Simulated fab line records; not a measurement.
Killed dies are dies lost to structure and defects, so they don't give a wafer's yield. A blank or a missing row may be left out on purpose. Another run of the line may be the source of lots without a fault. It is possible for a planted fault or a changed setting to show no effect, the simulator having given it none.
fab line records | flow n5_finfet
record lots=5 | wafers=15 | last_day=18
route steps=1938 shown BEOL_M9@1454 BEOL_M10@1470 PASSIVATION@1936
lots that met no fault: from a run of the same line without faults
start_h: hours from the record's opening day to when the first of the lot's shown wafers began | wait_h: hours from the lot's prior step to this one | " as in the row above | L1.1+2: one row covering several wafers at once | - value missing, or start not given | * or withheld: withheld | < > ~ a bound
route shown NAME@n: a module of which the file shows steps, and the number in the route of the first | usual: average and standard deviation across the fault-free wafers | same: alike in all rows | chamber/n: place in a boat | sites: per-site readings | _std_site: how widely they spread, as a standard deviation | _edge_site: the outer-site mean with the inner-site mean subtracted | radius_mm: for every site, how far away it sits from the centre of the wafer | mask NAME#n: copy n | behind: tool/chamber where the wafer was last shaped | hold: the reason the lot was held/the length of the hold in hours/how it ended | device: transistor that didn't switch, given as n, p or np | end of line: the same wafers' tests at the end of the route | a step without rows: its recipe alone | killed: dies that structure and defects cost at the first sort, which is not the same as the wafer's yield | map: shows each die of a wafer: x if killed, . if not, _ if none is there
set.NAME: the run value of the setting; set.NAME@STEP: its run value at that earlier step | model.NAME: the simulator's own value behind a step, which no gauge read
lots at selected steps of the route; one table per step, one row per wafer
services: from which hour (start_h, from the record's first day; less than 0 if before it) a tool's chamber was out of use, for how many hours, and why
## steps
# step N5_BEOL_M9_CD_MEAS_35
# recipe target_cd_nm=70 | target_cd_y_nm=40 | polarity=opening
# usual cd_nm=70.1/0.5
lot.wafer | tool      | chamber | start_h | wait_h | cd_nm
L325.1    | cd_sem-02 | -       | 244.97  | 0.0    | 70.4
L325.4    | "         | -       | "       | "      | 69.9
L325.6    | "         | -       | "       | "      | 69.8
L327.1    | cd_sem-03 | -       | 268.76  | 0.0    | 70.0
L327.4    | "         | -       | "       | "      | 70.3
L327.6    | "         | -       | "       | "      | 69.6
L330.1    | cd_sem-01 | -       | 269.18  | 0.0    | 70.3
L330.2    | "         | -       | "       | "      | 69.9
L330.4    | "         | -       | "       | "      | 69.9
L333.1    | cd_sem-01 | -       | 277.54  | 0.0    | 70.3
L333.3    | "         | -       | "       | "      | 70.3
L333.6    | "         | -       | "       | "      | 69.5
L345.1    | cd_sem-03 | -       | 381.43  | 0.0    | 70.5
L345.4    | "         | -       | "       | "      | 71.0
L345.6    | "         | -       | "       | "      | 71.2
# step N5_BEOL_M9_CURE_72
# recipe temp_c=370 | time_s=120 | ambient=DMADMS/He | material=SiCOH_lowk
# step N5_BEOL_M9_DEGAS_44
# recipe ambient=vacuum | temp_c=250 | time_s=60
# step N5_BEOL_M9_PRE_CLEAN_45
# recipe gas=H2/He | time_s=30 | temp_c=250
# usual heater_power_w=316/35
lot.wafer | tool           | chamber | start_h | wait_h | heater_power_w
L325.1    | pvd_sputter-01 | -       | 246.87  | 0.0    | 296
L325.4    | "              | -       | "       | "      | 296
L325.6    | "              | -       | "       | "      | 295
L327.1    | pvd_sputter-02 | -       | 269.16  | 0.0    | 287
L327.4    | "              | -       | "       | "      | 351
L327.6    | "              | -       | "       | "      | 349
L330.1    | pvd_sputter-01 | -       | 269.76  | 0.0    | 281
L330.2    | "              | -       | "       | "      | 312
L330.4    | "              | -       | "       | "      | 305
L333.1    | pvd_sputter-02 | -       | 278.27  | 0.0    | 306
L333.3    | "              | -       | "       | "      | 320
L333.6    | "              | -       | "       | "      | 286
L345.1    | pvd_sputter-02 | -       | 382.13  | 0.0    | 275
L345.4    | "              | -       | "       | "      | 304
L345.6    | "              | -       | "       | "      | 304
# step N5_BEOL_M9_ALD_74
# recipe material=TaN | target_thk_a=20 | temp_c=275 | ald_precursor_family=PDMAT | ald_co_reactant=NH3 | pressure_torr=3 | carrier_flow_sccm=1500 | pulse_time_s=2 | purge_time_s=3 | co_reactant_purge_time_s=2 | co_reactant_pulse_time_s=3 | ald_cycles=40 | precursor_vessel_temp_c=75 | precursor_vessel_pressure_torr=26.25 | precursor_vessel_carrier_sccm=1000
# usual heater_power_outer_w=240/12 | heater_power_w=432/17
# same ald_cycles=40 | pulse_time_s=2
lot.wafer | tool         | chamber | start_h | wait_h | heater_power_outer_w | heater_power_w
L325.1    | ald_metal-01 | 2       | 247.16  | 0.3    | 255                  | 428
L325.4    | "            | 3       | "       | "      | 252                  | 433
L325.6    | "            | 0       | "       | "      | 227                  | 426
L327.1    | ald_metal-02 | 2       | 269.23  | 0.1    | 251                  | 473
L327.4    | "            | 0       | "       | "      | 236                  | 398
L327.6    | "            | 1       | "       | "      | 253                  | 445
L330.1    | ald_metal-03 | 0       | 269.82  | 0.0    | 247                  | 438
L330.2    | "            | 2       | "       | "      | 233                  | 445
L330.4    | "            | 1       | "       | "      | 230                  | 442
L333.1    | ald_metal-02 | 0       | 278.34  | 0.1    | 232                  | 399
L333.3    | "            | 3       | "       | "      | 242                  | 410
L333.6    | "            | 0       | "       | "      | 237                  | 406
L345.1    | ald_metal-01 | 1       | 382.19  | 0.0    | 243                  | 429
L345.4    | "            | 0       | "       | "      | 219                  | 425
L345.6    | "            | 2       | "       | "      | 254                  | 448
# step N5_BEOL_M9_SURFACE_TREAT_79
# recipe gas=Ar | time_s=* | ion_energy_ev=* | ion_current_ma_cm2=0.5 | pressure_mtorr=* | ar_flow_sccm=30
# step N5_BEOL_M9_CVD_78
# recipe material=Co | target_thk_a=20 | temp_c=withheld | precursor=CCTBA/H2 | pressure_torr=30 | time_s=138.9
# step N5_BEOL_M9_SPUTTER_48
# recipe material=Cu | target_thk_a=120 | temp_c=-20 | bias_v=60 | power_w=26000 | chamber_pressure_pa=0.13 | time_s=2
# step N5_BEOL_M9_ECD_50
# recipe material=Cu | target_thk_a=3180
# step N5_BEOL_M9_ANNEAL_51
# recipe temp_c=225 | time_s=90 | ambient=N2
# step N5_BEOL_M9_CMP_52
# recipe stop_on=SiCOH_lowk | t_overpolish_s=7 | down_force_psi=1 | platen_rpm=50 | clearing_platen_down_force_psi=1.5 | clearing_platen_rpm=50 | post_cmp_clean=cu_alkaline | target_thk_nm=140 | clearing_platen_pad_velocity_m_s=0.99484 | pad_velocity_m_s=0.99484
# usual barrier_field_endpoint_s=28.9/0.57 | edge_zone_pressure_frac=1.000/0.0054 | motor_current_A=6.0/0.49 | overpolish_run_s=6.999/0.0096 | platen_rpm=50.00/0.032 | slurry_filter_dp_kPa=13.50/0.16 | time_to_endpoint_s=65.1/2.4
lot.wafer | tool   | chamber | start_h | wait_h | barrier_field_endpoint_s | edge_zone_pressure_frac | motor_current_A | overpolish_run_s | platen_rpm | slurry_filter_dp_kPa | time_to_endpoint_s
L325.1    | cmp-04 | 3       | 248.23  | 0.3    | 28.5                     | 0.985                   | 6.4             | 7.003            | 50.03      | 13.61                | 65.0
L325.4    | "      | 2       | "       | "      | 29.9                     | 1.001                   | 6.3             | 7.002            | 50.02      | 13.55                | 69.9
L325.6    | "      | 3       | "       | "      | 28.8                     | 0.995                   | 6.5             | 6.996            | 50.03      | 13.46                | 66.3
L327.1    | cmp-03 | 2       | 270.34  | 0.3    | 28.8                     | 1.002                   | 5.4             | 7.017            | 50.01      | 13.90                | 64.9
L327.4    | "      | 1       | "       | "      | 29.5                     | 1.000                   | 6.0             | 7.009            | 50.01      | 13.50                | 63.0
L327.6    | "      | 3       | "       | "      | 28.5                     | 0.995                   | 5.5             | 7.005            | 49.99      | 13.31                | 63.1
L330.2    | cmp-03 | 0       | 270.88  | 0.2    | 28.0                     | 1.010                   | 7.0             | 7.003            | 50.01      | 13.41                | 65.9
L330.1    | "      | 1       | "       | "      | 28.1                     | 0.997                   | 6.2             | 6.991            | 50.03      | 13.57                | 66.3
L330.4    | "      | 2       | "       | "      | 29.0                     | 1.006                   | 5.8             | 6.992            | 50.02      | 13.59                | 63.9
L333.3    | cmp-02 | 2       | 279.79  | 0.2    | 28.2                     | 1.000                   | 5.8             | 7.002            | 49.96      | 13.52                | 60.2
L333.1    | "      | 3       | "       | "      | 28.4                     | 1.003                   | 6.0             | 6.996            | 50.08      | 13.51                | 63.6
L333.6    | "      | 2       | "       | "      | 28.2                     | 0.996                   | 6.1             | 6.997            | 50.00      | 13.68                | 61.2
L345.1    | cmp-04 | 0       | 384.24  | 0.3    | 29.5                     | 0.994                   | 6.0             | 6.995            | 50.01      | 13.33                | 65.9
L345.4    | "      | 1       | "       | "      | 28.9                     | 1.005                   | 5.8             | 7.015            | 49.96      | 13.31                | 66.9
L345.6    | "      | 3       | "       | "      | 29.0                     | 1.008                   | 6.9             | 7.003            | 50.01      | 13.31                | 64.7
# step N5_BEOL_M9_THK_MEAS_53
# recipe thk_meas_gauge=xrf | reads=Cu_of_BEOL_M9_ECD_50
# usual M9_THK=139.7/2.2
lot.wafer | tool          | chamber | start_h | wait_h | M9_THK[nm]
L325.1    | film_metro-01 | -       | 248.52  | -      | 137.6
L325.4    | "             | -       | "       | "      | 139.3
L325.6    | "             | -       | "       | "      | 139.4
L327.1    | film_metro-02 | -       | 270.64  | -      | 138.6
L327.4    | "             | -       | "       | "      | 139.8
L327.6    | "             | -       | "       | "      | 140.7
L330.1    | film_metro-01 | -       | 271.17  | -      | 139.6
L330.2    | "             | -       | "       | "      | 137.8
L330.4    | "             | -       | "       | "      | 141.6
L333.1    | film_metro-02 | -       | 280.05  | -      | 140.0
L333.3    | "             | -       | "       | "      | 142.4
L333.6    | "             | -       | "       | "      | 140.1
L345.1    | film_metro-01 | -       | 384.50  | -      | 140.5
L345.4    | "             | -       | "       | "      | 141.9
L345.6    | "             | -       | "       | "      | 140.9
# step N5_BEOL_M9_PRE_CLEAN_55
# recipe gas=NH3 | time_s=15 | temp_c=withheld | rf_power_w=300
# usual rf_fwd_power_W=294.6/2.1
lot.wafer | tool     | chamber | start_h | wait_h | rf_fwd_power_W
L325.1    | pecvd-04 | 0       | 248.56  | 0.0    | 297.1
L325.4    | "        | 1       | "       | "      | 295.7
L325.6    | "        | 0       | "       | "      | 297.6
L327.1    | pecvd-01 | 1       | 270.67  | 0.0    | 293.5
L327.4    | "        | 2       | "       | "      | 296.5
L327.6    | "        | 1       | "       | "      | 292.5
L330.1    | pecvd-02 | 1       | 271.21  | 0.0    | 297.3
L330.2    | "        | 0       | "       | "      | 292.6
L330.4    | "        | 0       | "       | "      | 293.0
L333.1    | pecvd-04 | 1       | 280.08  | 0.0    | 297.9
L333.3    | "        | 0       | "       | "      | 296.7
L333.6    | "        | 0       | "       | "      | 298.1
L345.1    | pecvd-01 | 1       | 384.54  | 0.0    | 292.8
L345.4    | "        | 1       | "       | "      | 293.6
L345.6    | "        | 2       | "       | "      | 296.1
# step N5_BEOL_M9_DEP_56
# recipe material=SiCN | target_thk_a=150 | temp_c=withheld | precursor=3MS/NH3 | pressure_torr=3 | rf_w=202 | time_s=26.5
# step N5_BEOL_M9_RS_MEAS_57
# recipe thk_meas_gauge=four-point-probe | reads=Cu_of_BEOL_M9_ECD_50+Co_of_BEOL_M9_CVD_78+TaN_of_BEOL_M9_ALD_74
# usual M9_RS=0.1518/0.0025
lot.wafer | tool          | chamber | start_h | wait_h | M9_RS[ohm/sq]
L325.1    | film_metro-02 | -       | 248.66  | 0.1    | 0.1544
L325.4    | "             | -       | "       | "      | 0.1519
L325.6    | "             | -       | "       | "      | 0.1523
L327.1    | film_metro-02 | -       | 270.77  | 0.1    | 0.1528
L327.4    | "             | -       | "       | "      | 0.1523
L327.6    | "             | -       | "       | "      | 0.1508
L330.1    | film_metro-02 | -       | 271.31  | 0.1    | 0.1518
L330.2    | "             | -       | "       | "      | 0.1538
L330.4    | "             | -       | "       | "      | 0.1490
L333.1    | film_metro-02 | -       | 280.18  | 0.1    | 0.1509
L333.3    | "             | -       | "       | "      | 0.1482
L333.6    | "             | -       | "       | "      | 0.1506
L345.1    | film_metro-02 | -       | 384.64  | 0.1    | 0.1505
L345.4    | "             | -       | "       | "      | 0.1487
L345.6    | "             | -       | "       | "      | 0.1499
# step N5_BEOL_M9_INSPECT_58
# recipe inspect_instrument=darkfield | mode=post_dep
# usual raw_defect_count=62/19
lot.wafer | tool              | chamber | start_h | wait_h | raw_defect_count
L325.1    | defect_inspect-01 | -       | 248.68  | 0.0    | 59
L325.4    | "                 | -       | "       | "      | 58
L325.6    | "                 | -       | "       | "      | 51
L327.1    | defect_inspect-02 | -       | 270.80  | 0.0    | 89
L327.4    | "                 | -       | "       | "      | 73
L327.6    | "                 | -       | "       | "      | 72
L330.1    | defect_inspect-01 | -       | 271.33  | 0.0    | 68
L330.2    | "                 | -       | "       | "      | 89
L330.4    | "                 | -       | "       | "      | 73
L333.1    | defect_inspect-01 | -       | 280.21  | 0.0    | 49
L333.3    | "                 | -       | "       | "      | 84
L333.6    | "                 | -       | "       | "      | 86
L345.1    | defect_inspect-01 | -       | 384.66  | 0.0    | 45
L345.4    | "                 | -       | "       | "      | 53
L345.6    | "                 | -       | "       | "      | 1207
# step N5_BEOL_M10_ILD_DEP_00
# recipe material=SiCOH_lowk | target_thk_a=3085.1 | temp_c=300 | precursor=DEMS/porogen | pressure_torr=5 | rf_w=500 | time_s=58
# usual heater_power_outer_w=143/29 | heater_power_w=309/44 | rf_fwd_power_W=496.0/2.5 | showerhead_plenum_p_Torr=5.744/0.015 | throttle_valve_pct=13.6/0.75
lot.wafer | tool     | chamber | start_h | wait_h | heater_power_outer_w | heater_power_w | rf_fwd_power_W | showerhead_plenum_p_Torr | throttle_valve_pct
L325.1    | pecvd-04 | 2       | 248.72  | 0.0    | 129                  | 299            | 493.8          | 5.733                    | 13.4
L325.4    | "        | 0       | "       | "      | 135                  | 298            | 497.2          | 5.763                    | 14.5
L325.6    | "        | 1       | "       | "      | 171                  | 339            | 499.1          | 5.765                    | 12.8
L327.1    | pecvd-01 | 1       | 270.83  | 0.0    | 136                  | 322            | 493.8          | 5.731                    | 13.9
L327.4    | "        | 2       | "       | "      | 150                  | 327            | 497.1          | 5.756                    | 12.8
L327.6    | "        | 0       | "       | "      | 119                  | 251            | 498.2          | 5.718                    | 13.1
L330.1    | pecvd-01 | 2       | 271.37  | 0.0    | 149                  | 320            | 498.8          | 5.752                    | 13.0
L330.2    | "        | 0       | "       | "      | 105                  | 226            | 497.9          | 5.710                    | 13.1
L330.4    | "        | 0       | "       | "      | 110                  | 232            | 499.9          | 5.723                    | 13.2
L333.1    | pecvd-04 | 2       | 280.24  | 0.0    | 98                   | 251            | 493.2          | 5.745                    | 13.4
L333.3    | "        | 0       | "       | "      | 111                  | 274            | 500.2          | 5.745                    | 14.7
L333.6    | "        | 2       | "       | "      | 107                  | 264            | 493.1          | 5.741                    | 13.5
L345.1    | pecvd-01 | 2       | 384.70  | 0.0    | 145                  | 310            | 499.2          | 5.746                    | 13.1
L345.4    | "        | 2       | "       | "      | 153                  | 333            | 497.0          | 5.746                    | 13.0
L345.6    | "        | 1       | "       | "      | 127                  | 303            | 489.8          | 5.730                    | 14.0
# step N5_BEOL_M10_CURE_71
# recipe temp_c=385 | time_s=240 | ambient=He/Ar | material=SiCOH_lowk
# step N5_BEOL_M10_THK_MEAS_01
# recipe reads=SiCOH_lowk_of_BEOL_M10_ILD_DEP_00
# usual M10_ILD_THK=267/3
lot.wafer | tool          | chamber | start_h | wait_h | M10_ILD_THK[nm]
L325.1    | film_metro-01 | -       | 249.31  | 0.4    | 263
L325.4    | "             | -       | "       | "      | 267
L325.6    | "             | -       | "       | "      | 269
L327.1    | film_metro-01 | -       | 271.42  | 0.4    | 263
L327.4    | "             | -       | "       | "      | 270
L327.6    | "             | -       | "       | "      | 269
L330.1    | film_metro-01 | -       | 271.96  | 0.4    | 265
L330.2    | "             | -       | "       | "      | 265
L330.4    | "             | -       | "       | "      | 272
L333.1    | film_metro-01 | -       | 280.94  | 0.4    | 265
L333.3    | "             | -       | "       | "      | 263
L333.6    | "             | -       | "       | "      | 264
L345.1    | film_metro-01 | -       | 385.38  | 0.4    | 263
L345.4    | "             | -       | "       | "      | 268
L345.6    | "             | -       | "       | "      | 269
# step N5_BEOL_M10_PECVD_70
# recipe material=SiO2 | target_thk_a=200 | temp_c=400 | precursor=TEOS/O2 | pressure_torr=5.5 | rf_w=450 | teos_flow_sccm=53.8 | gas=O2 | flow_sccm=3000 | time_s=22.7
# step N5_BEOL_M10_HM_DEP_02
# recipe material=TiN | target_thk_a=200 | temp_c=25 | chamber_pressure_pa=0.49996
# usual chamber_pressure_pa=0.5000/0.00096 | throttle_valve_pct=30.2/1.4
lot.wafer | tool           | chamber | start_h | wait_h | chamber_pressure_pa | throttle_valve_pct
L325.1    | pvd_sputter-01 | -       | 251.21  | 1.8    | 0.4993              | 32.8
L325.4    | "              | -       | "       | "      | 0.5001              | 29.1
L325.6    | "              | -       | "       | "      | 0.5014              | 29.2
L327.1    | pvd_sputter-02 | -       | 273.21  | 1.7    | 0.5007              | 32.4
L327.4    | "              | -       | "       | "      | 0.5000              | 29.7
L327.6    | "              | -       | "       | "      | 0.5005              | 29.1
L330.1    | pvd_sputter-02 | -       | 273.51  | 1.5    | 0.4993              | 29.6
L330.2    | "              | -       | "       | "      | 0.5001              | 29.2
L330.4    | "              | -       | "       | "      | 0.4993              | 32.5
L333.1    | pvd_sputter-02 | -       | 282.91  | 1.9    | 0.4998              | 29.0
L333.3    | "              | -       | "       | "      | 0.5008              | 29.2
L333.6    | "              | -       | "       | "      | 0.4999              | 29.1
L345.1    | pvd_sputter-03 | -       | 387.62  | 2.2    | 0.5009              | 30.0
L345.4    | "              | -       | "       | "      | 0.4986              | 29.5
L345.6    | "              | -       | "       | "      | 0.5000              | 31.1
# step N5_BEOL_M10_COAT_59
# recipe resist=SOC | temp_c=250 | time_s=60 | spin_rpm=1500 | resist_thk_nm=100
# step N5_BEOL_M10_COAT_60
# recipe resist=SiARC | temp_c=220 | time_s=60 | spin_rpm=1500 | resist_thk_nm=30
# step N5_BEOL_M10_COAT_05
# recipe resist=CAR-ArF | spin_rpm=1500 | resist_thk_nm=90
# step N5_BEOL_M10_EBR_07
# recipe solvent=PGMEA | ebr_width_mm=1.5
# step N5_BEOL_M10_SOFTBAKE_06
# recipe temp_c=110 | time_s=60 | resist=CAR-ArF
# step N5_BEOL_M10_EXPOSE_08
# recipe mask_id=M10 | na=1.35 | source_shape=dipole | sigma_inner=0.411 | sigma_outer=0.611 | polarization=te | dose_mj=53.75
# step N5_BEOL_M10_PEB_09
# recipe peb_temp_c=withheld | peb_time_s=60 | resist=CAR-ArF
# step N5_BEOL_M10_DEVELOP_10
# recipe develop_time_s=30 | developer=TMAH | resist=CAR-ArF | rinse_liquid=diw | dry=air_spin | dev_temp_c=23
# step N5_BEOL_M10_CD_MEAS_11
# recipe target_cd_nm=64.1 | landing_energy_ev=500 | detector=se_inlens | polarity=opening
# usual cd_nm=64.2/0.47
# same landing_energy_ev=500
lot.wafer | tool      | chamber | start_h | wait_h | cd_nm
L325.1    | cd_sem-02 | 0       | 251.70  | -      | 63.8
L325.4    | "         | 0       | "       | "      | 64.8
L325.6    | "         | 0       | "       | "      | 64.3
L327.1    | cd_sem-02 | 0       | 273.70  | -      | 64.6
L327.4    | "         | 0       | "       | "      | 64.5
L327.6    | "         | 0       | "       | "      | 63.9
L330.1    | cd_sem-03 | 0       | 273.90  | -      | 64.2
L330.2    | "         | 0       | "       | "      | 64.4
L330.4    | "         | 0       | "       | "      | 63.9
L333.1    | cd_sem-03 | 0       | 283.40  | -      | 64.4
L333.3    | "         | 0       | "       | "      | 64.3
L333.6    | "         | 0       | "       | "      | 65.0
L345.1    | cd_sem-03 | 0       | 388.03  | -      | 63.8
L345.4    | "         | 0       | "       | "      | 64.6
L345.6    | "         | 0       | "       | "      | 64.5
# step N5_BEOL_M10_OVL_MEAS_12
# recipe points_per_wafer=44
# usual M10_OVL=0.4/0.71
# same points_per_wafer=44
lot.wafer | tool       | chamber | start_h | wait_h | M10_OVL[nm]
L325.1    | overlay-02 | 0       | 251.73  | 0.0    | 0.8
L325.4    | "          | 0       | "       | "      | -0.1
L325.6    | "          | 0       | "       | "      | 1.1
L327.1    | overlay-01 | 0       | 273.73  | 0.0    | 0.1
L327.4    | "          | 0       | "       | "      | -0.2
L327.6    | "          | 0       | "       | "      | -0.3
L330.1    | overlay-02 | 0       | 273.93  | 0.0    | -0.1
L330.2    | "          | 0       | "       | "      | 0.2
L330.4    | "          | 0       | "       | "      | 0.1
L333.1    | overlay-01 | 0       | 283.44  | 0.0    | 0.8
L333.3    | "          | 0       | "       | "      | 1.7
L333.6    | "          | 0       | "       | "      | 1.5
L345.1    | overlay-02 | 0       | 388.06  | 0.0    | -1.0
L345.4    | "          | 0       | "       | "      | -0.2
L345.6    | "          | 0       | "       | "      | -1.6
# step N5_BEOL_M10_INSPECT_13
# recipe mode=adi | inspect_instrument=brightfield
# usual raw_defect_count=371/75
lot.wafer | tool              | chamber | start_h | wait_h | raw_defect_count
L325.1    | defect_inspect-01 | -       | 251.76  | 0.0    | 298
L325.4    | "                 | -       | "       | "      | 313
L325.6    | "                 | -       | "       | "      | 251
L327.1    | defect_inspect-02 | -       | 273.76  | 0.0    | 451
L327.4    | "                 | -       | "       | "      | 420
L327.6    | "                 | -       | "       | "      | 333
L330.1    | defect_inspect-01 | -       | 273.96  | 0.0    | 361
L330.2    | "                 | -       | "       | "      | 342
L330.4    | "                 | -       | "       | "      | 511
L333.1    | defect_inspect-01 | -       | 283.46  | 0.0    | 291
L333.3    | "                 | -       | "       | "      | 450
L333.6    | "                 | -       | "       | "      | 382
L345.1    | defect_inspect-02 | -       | 388.08  | 0.0    | 299
L345.4    | "                 | -       | "       | "      | 266
L345.6    | "                 | -       | "       | "      | 1507
# step N5_BEOL_M10_DESCUM_16
# recipe chemistry=O2 | time_s=7.9 | source_power_w=50 | bias_power_w=20 | pressure_mtorr=20 | rf_frequency_hz=2.712e+07 | temp_c=40 | resist=CAR-ArF | o2_flow_sccm=225
# step N5_PASSIVATION_PROBE_49
# usual defect_limited_yield=90.9/1.3 | killed_at_M0_to_M3=36/11 | killed_at_M4_up=13/5.1 | killed_at_contacts=14/4.9 | killed_at_front_end=41/10 | killed_at_other=3.4/2.6 | killed_dies=107/16 | killed_on_rim=14/4 | killed_open=70/11 | killed_short=36/7.8 | sort_bin_5_function=5.4/0.84 | sort_bin_6_memory=3.4/0.67 | sort_n_pass=1073/16 | sort_yield_pct=90.9/1.3
# same gross_dies=1180 | killed_at_back_side=0 | sort_bin_4_leakage[%]=0 | sort_bin_8_speed[%]=0
lot.wafer | tool      | chamber | start_h | wait_h | defect_limited_yield[%] | killed_at_M0_to_M3 | killed_at_M4_up | killed_at_contacts | killed_at_front_end | killed_at_other | killed_dies | killed_on_rim | killed_open | killed_short | sort_bin_5_function[%] | sort_bin_6_memory[%] | sort_n_pass | sort_yield_pct[%]
L327.1    | prober-02 | -       | 340.04  | 0.0    | 91.9                    | 34                 | 8               | 12                 | 38                  | 3               | 95          | 15            | 57          | 36           | 4.7                    | 3.1                  | 1085        | 91.9
L327.4    | prober-02 | -       | 340.19  | 0.2    | 91.4                    | 18                 | 11              | 17                 | 47                  | 9               | 102         | 12            | 63          | 39           | 4.9                    | 3.5                  | 1078        | 91.4
L327.6    | prober-02 | -       | 340.29  | 0.3    | 90.8                    | 31                 | 10              | 20                 | 39                  | 9               | 109         | 15            | 73          | 36           | 5.9                    | 3.3                  | 1071        | 90.8
L333.3    | prober-01 | -       | 340.31  | 0.1    | 92.5                    | 37                 | 8               | 20                 | 21                  | 3               | 89          | 16            | 68          | 20           | 4.2                    | 3.0                  | 1091        | 92.5
L345.6    | prober-01 | -       | 438.86  | 0.3    | 82.6                    | 24                 | 104             | 18                 | 54                  | 5               | 205         | 30            | 76          | 41           | 9.0                    | 4.7                  | 975         | 82.6
# killed by level:class
L327.1 MOL_CONTACT_COAG:geometric_particle:open=11 BEOL_M2:geometric_particle:open=8 FIN_SAQP:geometric_particle:short=7 STI_FIN_REVEAL:geometric_particle:open=6 BEOL_M3:geometric_particle:open=6 GATE_CUT:geometric_particle:short=5 BEOL_M0_SAQP:geometric_particle:short=5 DUMMY_GATE:geometric_particle:open=4
L327.4 FIN_SAQP:geometric_particle:open=12 MOL_CONTACT_COAG:geometric_particle:open=12 FIN_SAQP:geometric_particle:short=11 MOL_CONTACT_COAG:geometric_particle:short=5 STI_FIN_REVEAL:geometric_particle:open=4 GATE_CUT:geometric_particle:open=4 BEOL_M2:geometric_particle:open=4 STI_FIN_REVEAL:geometric_particle:short=3
L327.6 STI_FIN_REVEAL:geometric_particle:open=18 MOL_CONTACT_COAG:geometric_particle:open=11 MOL_CONTACT_COAG:geometric_particle:short=9 BEOL_M0_SAQP:geometric_particle:open=9 BEOL_M0_SAQP:geometric_particle:short=6 BEOL_M2:geometric_particle:open=6 FIN_SAQP:geometric_particle:open=5 PAD_METAL:geometric_particle:short=5
L333.3 MOL_CONTACT_COAG:geometric_particle:open=18 BEOL_M3:geometric_particle:open=14 BEOL_M0_SAQP:geometric_particle:open=11 FIN_SAQP:geometric_particle:short=5 STI_FIN_REVEAL:geometric_particle:open=5 FIN_SAQP:geometric_particle:open=3 DUMMY_GATE:geometric_particle:open=3 BEOL_M1:geometric_particle:open=3
L345.6 BEOL_M9:unspecified=82 STI_FIN_REVEAL:geometric_particle:open=19 MOL_CONTACT_COAG:geometric_particle:open=15 GATE_CUT:geometric_particle:short=10 FIN_SAQP:geometric_particle:open=9 BEOL_M5:geometric_particle:open=8 BEOL_M2:geometric_particle:open=6 BEOL_M0_SAQP:geometric_particle:short=5
# map L345.6 (x killed, . not)
_________________.x..x....xx.________________
______________...x...........x.._____________
___________....x..........x..x.....__________
__________.........................._________
________..x............x..........x..x_______
_______.xx...xx.......x.x..............______
______..x..x................x....x......_____
_____........x.x..x....x................x____
____........x......x.........x............___
___.....x....x...x..x...x..................__
___..x......x...x.....................x....__
__.......x....x..x..x..................x...._
__............x....x.........x.............._
_......x..x..x.xxx..x..x...x........x........
_..x.......x.x.........x......x..............
_...........................................x
_..xxxxx...x..........x....x........x.....x..
_.xxxx.xx.........x.x........................
_xxxxxxx.x.........x..x..x....x...x..........
_xxxxxxx.x...................x...x....xx.....
_xxxxxxxx...........x.x................x.x...
__xxxxxxxxx........x...........x............_
__xxxxxxxxx.....................x.......x..._
___xxxxxxx...........................x.....__
___xxxxxxxx....x....x.................x..x.__
____xxxxxxxxx...x................x..x.....___
_____xxxxx..x..................xx........____
______xxxxxx......x....x..xx............_____
_______.......xx....x.......x..x.......______
________.x.......xx...xx...........x.._______
__________..x......................._________
___________.....x..................__________
______________.......x.........._____________
_________________............________________
# map L327.6 (x killed, . not)
_________________...x........________________
______________x..........x.....x_____________
___________........x......x......x.__________
__________...........x..........x..._________
________x.....xx.x..............x....._______
_______................................______
______.x............x..................._____
_____..........x..........x.............x____
____.......x.............x.....x.....x....___
___.........x...................x.....x...x__
___.........x................xx............__
__.x....x.......x....................x.x...._
__.....x..........x.........x..............._
_.............x.x............x...x.x.........
_........x......................x............
_.......x..........................x.........
_......x...........................x...x.....
_x..........x.....x.......................x..
_..........x.x...x.x.........................
_....x..........x.xxx.........xx.............
_........x.x...........x.....................
__....x...............x........x............_
__........x....x............................_
___.xx..x.................xxx..............__
___......x.x....x.........x.............x..__
____.x...x......x...x.....xx.x...x........___
_____...x.................x.....x........____
______.x...xx..........................._____
_______.....................x..........______
________...x....x...x...........x....._______
__________...........x.............._________
___________............x.......x...__________
______________.............x...._____________
_________________.xx.........________________
## services
tool         | chamber | start_h | hours | kind
ald_metal-02 | -       | 236.89  | 2.8   | pm
cmp-04       | -       | 245.63  | 0.6   | repair
pecvd-01     | 2       | 250.90  | 5.5   | scheduled_down
pecvd-02     | 2       | 255.76  | 6.7   | repair
ald_metal-03 | 1       | 263.77  | 5.8   | repair
cmp-04       | -       | 264.61  | 6.3   | pm
cmp-04       | -       | 273.00  | 2.2   | repair
pecvd-01     | 1       | 276.93  | 5.8   | repair
cmp-02       | -       | 289.28  | 0.3   | repair
pecvd-04     | -       | 289.99  | 14.6  | pm
cmp-04       | -       | 300.11  | 4.0   | pm
cmp-02       | -       | 301.15  | 0.9   | repair
pecvd-04     | -       | 309.82  | 0.5   | repair
cmp-02       | -       | 329.36  | 0.8   | repair
ald_metal-03 | -       | 337.25  | 14.0  | pm
cmp-02       | -       | 340.27  | 8.9   | pm
cmp-03       | -       | 341.70  | 0.9   | repair
cmp-03       | -       | 346.40  | 1.2   | repair
cmp-02       | -       | 351.37  | 2.5   | repair
cmp-02       | -       | 355.12  | 0.5   | repair
pecvd-04     | 2       | 358.74  | 6.5   | repair
pecvd-01     | 2       | 373.13  | 10.6  | repair
cmp-02       | -       | 380.95  | 4.0   | pm
pecvd-02     | 0       | 381.77  | 2.6   | repair
## key
first_sign step=N5_BEOL_M9_INSPECT_58 | reading=raw_defect_count | direction=up | sigmas=59 | usual=62 | struck=1207
effect step=N5_BEOL_M10_INSPECT_13 | reading=raw_defect_count | direction=up | sigmas=15 | usual=371 | struck=1507
effect step=N5_PASSIVATION_PROBE_49 | reading=killed_at_M4_up | direction=up | sigmas=18 | usual=13 | struck=104
more_kills_born_at N5_BEOL_M9_PRE_CLEAN_55@pecvd-01=82
met_at N5_BEOL_M9_PRE_CLEAN_55
struck_wafers L345.6
onset_between 270.67 384.54
fault kind=chamber_particle_source | tool=pecvd-01 | chamber=2 | onset_h=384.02 | steps=N5_BEOL_M9_PRE_CLEAN_55 | rate_per_visit_cm2=1.7678 | end_h=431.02
